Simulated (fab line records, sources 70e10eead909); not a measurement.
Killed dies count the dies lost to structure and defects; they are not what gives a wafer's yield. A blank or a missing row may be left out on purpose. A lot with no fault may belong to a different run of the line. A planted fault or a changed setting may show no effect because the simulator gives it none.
Matching of chambers    flow nand harc    NHARC_A_CONTACT_ETCH_90 on rie diel-13: 4 sister chambers
The step etches the open film in CH3F/O2, target depth 40 nm, time 85.7 s. 16 wafers are shown with their chamber, then 8 later ones without.

== WAFERS WITH THEIR CHAMBER ==
wafer   chamber  drypump motor current A (A)  showerhead plenum p Torr (Torr)  rf vpp V (V)
L903.1  3        5.6                          2.55                             245.5
L903.3  2        6.2                          2.28                             241.7
L903.6  2        6.3                          2.28                             240.6
L906.2  3        5.6                          2.55                             246.4
L906.5  0        5.1                          2.33                             243.3
L906.6  3        5.6                          2.55                             246.7
L905.1  0        5.1                          2.33                             242.5
L905.3  3        5.6                          2.55                             245.3
L905.5  1        6.0                          2.48                             243.8
L919.2  3        5.6                          2.55                             246.7
L919.3  0        5.1                          2.33                             242.9
L919.4  1        6.1                          2.48                             242.5
L918.1  2        6.2                          2.66                             246.9
L918.2  1        6.1                          2.48                             244.1
L918.5  1        6.0                          2.48                             243.6
L922.1  2        6.2                          2.66                             247.8

SIGNATURES, as means of the wafers listed above
reading                   chamber 0  chamber 1  chamber 2  chamber 3  scatter within a chamber
drypump motor current A   5.100      6.050      6.225      5.600      0.0382
showerhead plenum p Torr  2.3300     2.4800     2.4700     2.5500     0.11
rf vpp V                  242.900    243.500    244.250    246.120    1.89
Rule: distance of a wafer from a chamber = root of the sum over the readings of ((wafer's reading minus chamber's mean) / reading's scatter) squared. The wafer belongs to the nearest chamber; if the next one is less than 2 further off, it can't be placed. The scatter: the root of (the sum of the squares of (reading less its chamber's mean) over the shown wafers, divided by (wafers less chambers)).

== WAFERS WITH NO CHAMBER GIVEN ==
wafer   drypump motor current A (A)  showerhead plenum p Torr (Torr)  rf vpp V (V)
L922.2  5.1                          2.33                             244.5
L922.3  5.6                          2.54                             245.2
L924.1  6.0                          2.48                             244.4
L924.2  5.1                          2.33                             242.2
L924.4  6.2                          2.66                             246.6
L925.2  6.0                          2.48                             245.2
L925.3  6.2                          2.66                             247.4
L925.5  6.1                          2.48                             245.9

== WHICH CHAMBER EACH ONE RAN IN ==
wafer   from the rows above      in truth
L922.2  0                        0
L922.3  3                        3
L924.1  1                        1
L924.2  0                        0
L924.4  2                        2
L925.2  1                        1
L925.3  2                        2
L925.5  can't be placed: 1 or 2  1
7 of 8 placed correctly. Can't be placed from these rows: 1 (the true chamber is among the candidates in 1). Wrongly placed: 0.
